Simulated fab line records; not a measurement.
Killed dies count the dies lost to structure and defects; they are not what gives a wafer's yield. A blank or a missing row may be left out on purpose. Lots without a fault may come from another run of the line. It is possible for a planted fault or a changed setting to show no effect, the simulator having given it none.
fab line records	flow nand-harc
record: lots: 11	wafers: 33	last-day: 23
route steps=1159 shown A_BLC@976 A_M0@1001 END@1159
lots with no fault: from the same line, run without faults
start-h: start of the lot's first displayed wafer, in hours after the record's first day	wait-h: how many hours have passed since the lot's step before this one	" as in the row above	L1.1+2: several wafers, shown together as one row	- either no value or no given start	* or withheld: withheld	< > ~ a bound
route shown NAME@n: a module of which the file shows steps, and the number in the route of the first	usual: mean and standard deviation over wafers with no fault	same: alike in all rows	chamber/n: place in a boat	sites: readings site by site	_std_site: the standard deviation of these	_edge_site: inner sites' mean taken away from outer sites' mean	radius-mm: how far each site lies from the wafer's centre	mask NAME#n: copy n	behind: tool/chamber where the wafer was last shaped	hold: the reason the lot was held/the length of the hold in hours/how it ended	device: transistor that didn't switch, given as n, p or np	end of line: at the end of the route, the tests of the same wafers	for a step that has no rows: nothing shown but its recipe	killed: at the first sort, the dies lost to defects and structure; wafer yield is something else	map: the dies of a wafer, with x for killed, . for not killed, _ for no die there
set.NAME: the run value of the setting; set.NAME@STEP: its run value at that earlier step	model.NAME: the simulator's own value behind a step, which no gauge read
one table for each step of the route and one row for each wafer, over a sample of lots
services: when a tool's chamber went out of use (start-h, in hours from the record's first day, below 0 if earlier), for how many hours, and the reason
== steps ==
step: NHARC_A_BLC_INSPECT_12
usual: raw-defect-count: 31/12
lot.wafer	tool	chamber	start-h	wait-h	raw-defect-count
L377.2	defect-inspect-02	-	400.61	0.0	26
L377.5	"	-	"	"	45
L377.6	"	-	"	"	29
L378.1	defect-inspect-02	-	417.54	0.0	10
L378.4	"	-	"	"	11
L378.6	"	-	"	"	10
L379.1	defect-inspect-01	-	425.39	0.0	34
L379.2	"	-	"	"	34
L379.6	"	-	"	"	36
L382.3	defect-inspect-01	-	437.26	0.0	33
L382.4	"	-	"	"	36
L382.6	"	-	"	"	38
L380.1	defect-inspect-02	-	441.85	0.0	13
L380.3	"	-	"	"	8
L380.6	"	-	"	"	17
L381.3	defect-inspect-02	-	443.10	0.0	26
L381.4	"	-	"	"	20
L381.6	"	-	"	"	34
L385.2	defect-inspect-01	-	462.19	0.0	19
L385.4	"	-	"	"	23
L385.5	"	-	"	"	34
L387.2	defect-inspect-02	-	477.58	0.0	31
L387.5	"	-	"	"	28
L387.6	"	-	"	"	35
L389.1	defect-inspect-02	-	478.32	0.0	32
L389.2	"	-	"	"	38
L389.4	"	-	"	"	21
L390.1	defect-inspect-02	-	481.58	0.0	62
L390.3	"	-	"	"	48
L390.5	"	-	"	"	51
L388.1	defect-inspect-01	-	492.73	0.0	35
L388.4	"	-	"	"	37
L388.5	"	-	"	"	41
step: NHARC_A_BLC_ETCH_17
recipe: target-depth-a: 3900	over-etch-frac: 0.25	time-s: 609.38	ion-energy-ev: 200	n2-flow-sccm: 150	h2-flow-sccm: 150	ar-flow-sccm: 0	rf-w: 400	bias-w: 150	chemistry: N2/H2
usual: drypump-motor-current-A: 5.8/0.59	oes-product-au: 0.997/0.0072	rf-fwd-power-W: 399.6/1.1	rf-vpp-V: 431.5/2.2	showerhead-plenum-p-Torr: 2.08/0.079	throttle-valve-pct: 14.171/0.0086
lot.wafer	tool	chamber	start-h	wait-h	drypump-motor-current-A	oes-product-au	rf-fwd-power-W	rf-hours-counter-h	rf-vpp-V	showerhead-plenum-p-Torr	throttle-valve-pct
L377.2	rie-diel-10	0	-	-	6.5	0.987	400.3	4	432.1	2.16	14.166
L377.6	"	2	"	"	6.3	1.003	400.2	-	433.9	2.17	14.170
L377.5	"	3	"	"	4.9	0.993	398.7	-	430.3	2.05	14.174
L378.1	rie-diel-10	2	-	-	6.3	1.008	400.1	6	433.4	2.17	14.178
L378.4	"	1	"	"	6.4	1.002	398.2	6	427.7	1.98	14.169
L378.6	"	3	"	"	4.9	0.995	401.1	-	430.1	2.05	14.156
L379.1	rie-diel-13	2	-	-	5.5	0.991	400.5	18	433.5	2.11	14.150
L379.2	"	1	"	"	5.2	0.983	401.2	17	434.0	2.15	14.156
L379.6	"	0	"	"	6.1	0.992	399.2	-	428.7	1.96	14.179
L382.3	rie-diel-13	0	-	-	6.1	0.996	398.4	20	428.4	1.96	14.176
L382.6	"	0	"	"	6.1	0.998	398.2	-	429.3	1.96	14.166
L382.4	"	1	"	"	5.2	1.000	399.8	-	433.1	2.15	14.162
L380.3	rie-diel-13	2	-	-	5.5	1.002	401.4	20	431.9	2.11	14.157
L380.1	"	0	"	"	6.1	1.001	399.9	20	428.3	1.96	14.178
L380.6	"	1	"	"	5.1	0.995	398.6	-	433.8	2.15	14.176
L381.3	rie-diel-13	2	-	-	5.5	0.997	399.2	21	432.4	2.11	14.166
L381.6	"	0	"	"	6.1	1.000	400.0	-	428.0	1.96	14.172
L381.4	"	1	"	"	5.1	0.987	400.0	-	433.5	2.15	14.152
L385.4	rie-diel-10	1	-	-	6.4	1.000	397.0	10	428.6	1.98	14.165
L385.2	"	3	"	"	4.9	0.998	398.9	11	430.5	2.05	14.191
L385.5	"	0	"	"	6.5	0.997	397.7	-	435.2	2.15	14.172
L387.2	rie-diel-10	1	-	-	6.4	0.997	399.1	12	428.4	1.98	14.176
L387.6	"	1	"	"	6.4	1.008	398.3	-	429.6	1.97	14.171
L387.5	"	2	"	"	6.3	1.007	399.4	-	433.8	2.16	14.167
L389.1	rie-diel-13	0	-	-	6.1	1.003	399.2	2	428.7	1.96	14.164
L389.2	"	1	"	"	5.1	1.012	399.3	2	433.1	2.15	14.173
L389.4	"	1	"	"	5.1	1.001	398.3	-	433.6	2.15	14.176
L390.3	rie-diel-13	0	-	-	6.1	1.002	401.1	2	428.6	1.96	14.157
L390.1	"	1	"	"	5.2	0.999	399.6	2	433.6	2.15	14.181
L390.5	"	1	"	"	5.1	0.997	398.9	-	432.5	2.15	14.183
L388.1	rie-diel-10	2	-	-	6.3	1.002	400.2	13	434.6	2.16	14.183
L388.4	"	3	"	"	4.9	1.004	400.5	13	430.7	2.05	14.166
L388.5	"	1	"	"	6.4	1.000	399.3	-	428.3	1.97	14.169
step: NHARC_A_M0_EXPOSE_06
recipe: na: 1.35	target-cd-nm: 80	dose-mj: 83.25	mask-id: A_M0
usual: exposure-dose-mJ-cm2: 83.24/0.086
lot.wafer	tool	chamber	start-h	wait-h	mask	exposure-dose-mJ-cm2
L377.2	arfi-scanner-02	0	404.81	-	A_M0#0	83.14
L377.5	"	0	"	"	A_M0#0	83.21
L377.6	"	0	"	"	A_M0#0	83.23
L378.1	arfi-scanner-03	0	423.25	-	A_M0#0	83.38
L378.4	"	0	"	"	A_M0#0	83.26
L378.6	"	0	"	"	A_M0#0	83.25
L379.1	arfi-scanner-02	0	436.06	-	A_M0#0	83.23
L379.2	"	0	"	"	A_M0#0	83.25
L379.6	"	0	"	"	A_M0#0	83.18
L382.3	arfi-scanner-03	0	441.22	-	A_M0#0	83.37
L382.4	"	0	"	"	A_M0#0	83.31
L382.6	"	0	"	"	A_M0#0	83.32
L380.1	arfi-scanner-03	0	445.77	-	A_M0#0	83.10
L380.3	"	0	"	"	A_M0#0	83.21
L380.6	"	0	"	"	A_M0#0	83.32
L381.3	arfi-scanner-01	0	447.08	-	A_M0#0	83.28
L381.4	"	0	"	"	A_M0#0	83.36
L381.6	"	0	"	"	A_M0#0	83.19
L385.2	arfi-scanner-03	0	470.32	-	A_M0#0	83.23
L385.4	"	0	"	"	A_M0#0	83.35
L385.5	"	0	"	"	A_M0#0	83.31
L387.2	arfi-scanner-02	0	482.42	-	A_M0#0	83.29
L387.5	"	0	"	"	A_M0#0	83.32
L387.6	"	0	"	"	A_M0#0	83.37
L389.1	arfi-scanner-02	0	490.95	-	A_M0#0	83.31
L389.2	"	0	"	"	A_M0#0	83.29
L389.4	"	0	"	"	A_M0#0	83.22
L390.1	arfi-scanner-02	0	493.57	-	A_M0#0	124.36
L390.3	"	0	"	"	A_M0#0	124.20
L390.5	"	0	"	"	A_M0#0	124.21
L388.1	arfi-scanner-02	0	496.79	-	A_M0#0	116.17
L388.4	"	0	"	"	A_M0#0	116.19
L388.5	"	0	"	"	A_M0#0	116.09
step: NHARC_A_M0_CD_MEAS_09
recipe: target-cd-nm: 80	landing-energy-ev: 500
usual: cd-nm: 80.0/0.51
lot.wafer	tool	chamber	start-h	wait-h	cd-nm
L377.2	cd-sem-02	0	404.96	-	80.0
L377.5	"	0	"	"	80.3
L377.6	"	0	"	"	79.9
L378.1	cd-sem-02	0	423.40	-	79.9
L378.4	"	0	"	"	79.4
L378.6	"	0	"	"	80.3
L379.1	cd-sem-03	0	436.20	-	79.8
L379.2	"	0	"	"	79.1
L379.6	"	0	"	"	79.2
L382.3	cd-sem-01	0	441.35	-	79.5
L382.4	"	0	"	"	79.7
L382.6	"	0	"	"	79.4
L380.1	cd-sem-01	0	445.91	-	79.9
L380.3	"	0	"	"	80.1
L380.6	"	0	"	"	80.0
L381.3	cd-sem-01	0	447.22	-	79.6
L381.4	"	0	"	"	79.5
L381.6	"	0	"	"	79.8
L385.2	cd-sem-03	0	470.46	-	80.2
L385.4	"	0	"	"	80.1
L385.5	"	0	"	"	79.7
L387.2	cd-sem-01	0	482.56	-	81.0
L387.5	"	0	"	"	79.9
L387.6	"	0	"	"	79.7
L389.1	cd-sem-01	0	491.09	-	79.9
L389.2	"	0	"	"	80.1
L389.4	"	0	"	"	80.2
L390.1	cd-sem-02	0	493.71	-	106.6
L390.3	"	0	"	"	107.1
L390.5	"	0	"	"	107.0
L388.1	cd-sem-03	0	496.92	-	101.7
L388.4	"	0	"	"	100.9
L388.5	"	0	"	"	100.8
step: NHARC_A_M0_DESCUM_14
recipe: time-s: 3	o2-flow-sccm: 200	ar-flow-sccm: 0	bias-power-w: 0	chemistry: O2
usual: drypump-motor-current-A: 5.8/0.59	oes-product-au: 1.000/0.0076	rf-vpp-V: 57.6/0.95	showerhead-plenum-p-Torr: 1.89/0.084	throttle-valve-pct: 11.310/0.0092
lot.wafer	tool	chamber	start-h	wait-h	drypump-motor-current-A	oes-product-au	rf-hours-counter-h	rf-vpp-V	showerhead-plenum-p-Torr	throttle-valve-pct
L377.2	rie-diel-09	1	405.16	0.1	5.6	0.994	9	57.4	1.82	11.312
L377.5	"	3	"	"	6.7	1.004	-	57.9	2.02	11.306
L377.6	"	0	"	"	5.4	1.002	-	60.1	2.01	11.315
L378.4	rie-diel-05	1	423.59	0.1	5.1	1.006	4	57.1	1.81	11.316
L378.1	"	2	"	"	6.5	0.998	5	57.1	1.88	11.299
L378.6	"	1	"	"	5.1	0.997	-	57.8	1.81	11.307
L379.1	rie-diel-05	3	436.39	0.1	6.1	0.984	6	58.0	1.98	11.308
L379.2	"	0	"	"	6.3	0.998	5	57.1	1.82	11.317
L379.6	"	0	"	"	6.4	0.999	-	56.6	1.82	11.303
L382.3	rie-diel-09	0	441.55	0.1	5.4	0.997	0	58.5	2.01	11.303
L382.4	"	1	"	"	5.6	0.998	0	57.3	1.82	11.296
L382.6	"	2	"	"	4.9	0.999	-	56.7	1.83	11.315
L380.1	rie-diel-05	2	446.11	0.1	6.5	0.993	6	59.8	1.88	11.310
L380.3	"	3	"	"	6.1	0.990	6	59.1	1.98	11.316
L380.6	"	1	"	"	5.1	0.994	-	57.7	1.81	11.305
L381.3	rie-diel-09	1	447.40	0.1	5.6	1.000	1	57.5	1.82	11.309
L381.4	"	3	"	"	6.7	1.007	0	57.2	2.02	11.306
L381.6	"	1	"	"	5.6	0.989	-	57.5	1.82	11.314
L385.4	rie-diel-05	1	470.64	0.1	5.1	1.002	8	56.6	1.81	11.314
L385.2	"	2	"	"	6.5	1.005	8	58.5	1.87	11.310
L385.5	"	2	"	"	6.5	1.004	-	55.8	1.87	11.311
L387.2	rie-diel-09	0	482.74	0.1	5.4	1.003	3	57.6	2.01	11.295
L387.6	"	0	"	"	5.4	1.006	-	57.3	2.01	11.323
L387.5	"	1	"	"	5.7	0.992	-	57.7	1.82	11.317
L389.1	rie-diel-02	0	491.28	0.1	5.6	1.002	12	57.7	1.91	11.314
L389.2	"	3	"	"	5.1	0.989	12	57.0	1.80	11.329
L389.4	"	1	"	"	5.5	0.999	-	58.8	1.83	11.297
L390.3	rie-diel-02	3	493.91	0.1	5.1	0.984	12	57.0	1.80	11.317
L390.1	"	0	"	"	5.6	1.006	12	58.2	1.91	11.310
L390.5	"	1	"	"	5.6	0.994	-	58.1	1.83	11.314
L388.4	rie-diel-05	3	497.12	0.1	6.1	0.995	10	56.9	1.98	11.313
L388.1	"	0	"	"	6.3	1.005	9	58.4	1.81	11.316
L388.5	"	2	"	"	6.5	0.998	-	57.4	1.87	11.319
step: NHARC_END_SORT_01
recipe: temp-c: 25
usual: defect-limited-yield: 95.2/1.6	killed-at-array: 28/11	killed-at-other: 0.8/1.3	killed-at-periphery: 3.6/2.5	killed-dies: 32/11	killed-open: 3.0/1.8	killed-short: 2.0/1.5	sort_bin_2_pct: 1.5/0.66	sort_bin_3_pct: 0.25/0.23	sort_bin_4_pct: 3.0/1.1	sort-n-pass: 645/11	sort-rim-yield-pct: 96.0/2.9	sort-yield-pct: 95.2/1.6
same: gross-dies: 677	sort_bin_5_pct[%]: 0	sort_bin_6_pct[%]: 0	sort_bin_7_pct[%]: 0	sort_bin_8_pct[%]: 0	sort-rim-n-gross: 106.00
lot.wafer	tool	chamber	start-h	wait-h	defect-limited-yield[%]	killed-at-array	killed-at-other	killed-at-periphery	killed-dies	killed-open	killed-short	sort_bin_2_pct[%]	sort_bin_3_pct[%]	sort_bin_4_pct[%]	sort-n-pass	sort-rim-yield-pct[%]	sort-yield-pct[%]
L390.1	prober-02	0	531.97	2.5	89.1	68	3	3	74	1	1	2.1	4.28	4.6	603	88.7	89.1
L390.3	prober-02	0	533.56	3.1	92.0	48	1	5	54	3	0	2.7	2.66	2.7	623	90.6	92.0
L390.5	prober-02	0	535.15	3.7	89.2	68	1	4	73	8	2	2.5	2.81	5.5	604	90.6	89.2
L388.1	prober-01	0	540.05	2.5	94.2	35	0	4	39	4	7	2.8	0.74	2.2	638	94.3	94.2
L388.4	prober-01	0	542.46	3.4	93.4	38	1	6	45	4	2	2.1	0.15	4.4	632	94.3	93.4
L388.5	prober-01	0	543.26	3.7	94.1	38	1	1	40	2	3	2.2	0	3.7	637	97.2	94.1
killed by level:class
L390.1 A_M0:area-expose=26 A_SLIT:chamber-film-flake=24 A_CHANNEL_HOLE_D1:chamber-film-flake=11 A_CONTACT:chamber-film-flake=5 P_M2:chamber-film-flake=3 THIN_TSV:chamber-film-flake=3 A_SGD_CUT:geometric-particle:open=1 A_CONTACT:geometric-particle:short=1
L390.3 A_M0:area-expose=18 A_SLIT:chamber-film-flake=12 A_CHANNEL_HOLE_D1:chamber-film-flake=11 A_CONTACT:chamber-film-flake=4 P_M2:chamber-film-flake=3 P_M0:geometric-particle:open=1 A_WL_FILL:geometric-particle:open=1 A_CONTACT:geometric-particle:open=1
L390.5 A_CHANNEL_HOLE_D1:chamber-film-flake=26 A_M0:area-expose=16 A_SLIT:chamber-film-flake=13 A_STAIRCASE:chamber-film-flake=4 A_CONTACT:geometric-particle:open=2 A_M1:geometric-particle:open=2 A_CONTACT:chamber-film-flake=2 P_CONTACT:geometric-particle:open=1
L388.1 A_SLIT:chamber-film-flake=14 A_CHANNEL_HOLE_D1:chamber-film-flake=5 A_CONTACT:chamber-film-flake=5 A_SGD_CUT:geometric-particle:short=3 A_CONTACT:geometric-particle:open=2 A_CHANNEL_FILL_D1:chamber-film-flake=2 P_CONTACT:geometric-particle:short=1 P_CONTACT:geometric-particle:open=1
L388.4 A_SLIT:chamber-film-flake=16 A_CHANNEL_HOLE_D1:chamber-film-flake=7 A_CHANNEL_FILL_D1:chamber-film-flake=4 A_STAIRCASE:chamber-film-flake=4 A_CONTACT:chamber-film-flake=4 A_CONTACT:geometric-particle:open=2 P_M1:chamber-film-flake=2 P_CONTACT:geometric-particle:short=1
L388.5 A_SLIT:chamber-film-flake=20 A_CHANNEL_HOLE_D1:chamber-film-flake=7 A_CHANNEL_FILL_D1:chamber-film-flake=2 A_STAIRCASE:chamber-film-flake=2 A_CONTACT:chamber-film-flake=2 A_ONON_D1:geometric-particle:open=1 A_CHANNEL_FILL_D1:geometric-particle:short=1 A_SGD_CUT:geometric-particle:short=1
== services ==
tool	chamber	start-h	hours	kind
rie-diel-02	0	382.63	3.9	repair
rie-diel-13	0	383.02	-	clean
rie-diel-13	1	383.02	-	clean
rie-diel-13	2	383.02	-	clean
rie-diel-13	3	383.02	-	clean
arfi-scanner-02	-	412.10	0.3	repair
arfi-scanner-02	-	420.94	1.4	repair
rie-diel-10	0	427.08	6.7	repair
arfi-scanner-02	-	428.01	4.0	pm
rie-diel-09	3	428.29	8.4	repair
rie-diel-09	-	431.13	9.0	pm
rie-diel-02	3	443.73	3.5	repair
rie-diel-13	-	453.00	9.0	pm
rie-diel-10	2	457.66	3.5	repair
arfi-scanner-02	-	461.80	0.7	repair
rie-diel-02	3	464.89	3.5	repair
rie-diel-02	2	465.09	38.5	repair
rie-diel-09	2	467.11	20.8	repair
rie-diel-10	2	480.05	3.0	repair
arfi-scanner-03	-	484.02	4.0	pm
arfi-scanner-02	-	488.26	1.9	repair
arfi-scanner-01	-	489.34	8.3	repair
arfi-scanner-03	-	491.80	9.5	repair
arfi-scanner-02	-	492.51	0.9	repair
== key ==
first-sign: step: NHARC_A_M0_EXPOSE_06	reading: exposure-dose-mJ-cm2	direction: up	sigmas: 99+	usual: 83.24	struck: 120.20
effect: step: NHARC_A_M0_CD_MEAS_09	reading: cd-nm	direction: up	sigmas: 47	usual: 80.0	struck: 104.0	through: control-loop
effect: step: NHARC_END_SORT_01	reading: sort_bin_3_pct	direction: up	sigmas: 6.7	usual: 0.25	struck: 1.77	wafers-moved: 3
met-at NHARC_A_M0_EXPOSE_06
struck-lots L388,L390
loop-trim: step: NHARC_A_M0_EXPOSE_06	setting: dose	lots: L388
not-acting-at NHARC_A_BLC_INSPECT_12,NHARC_A_BLC_ETCH_17,NHARC_A_M0_DESCUM_14
onset-between 490.95 493.57
fault: kind: process-parameter-drift	tool: arfi-scanner-02	chamber: -	onset-h: 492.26	steps: NHARC_A_M0_EXPOSE_06	channel: dose-mj	offset: 41.022	shape: step	acts-in: these-recipes-only	stated: 83.25
loop-trim: a control loop set the setting to another value than it would have without faults
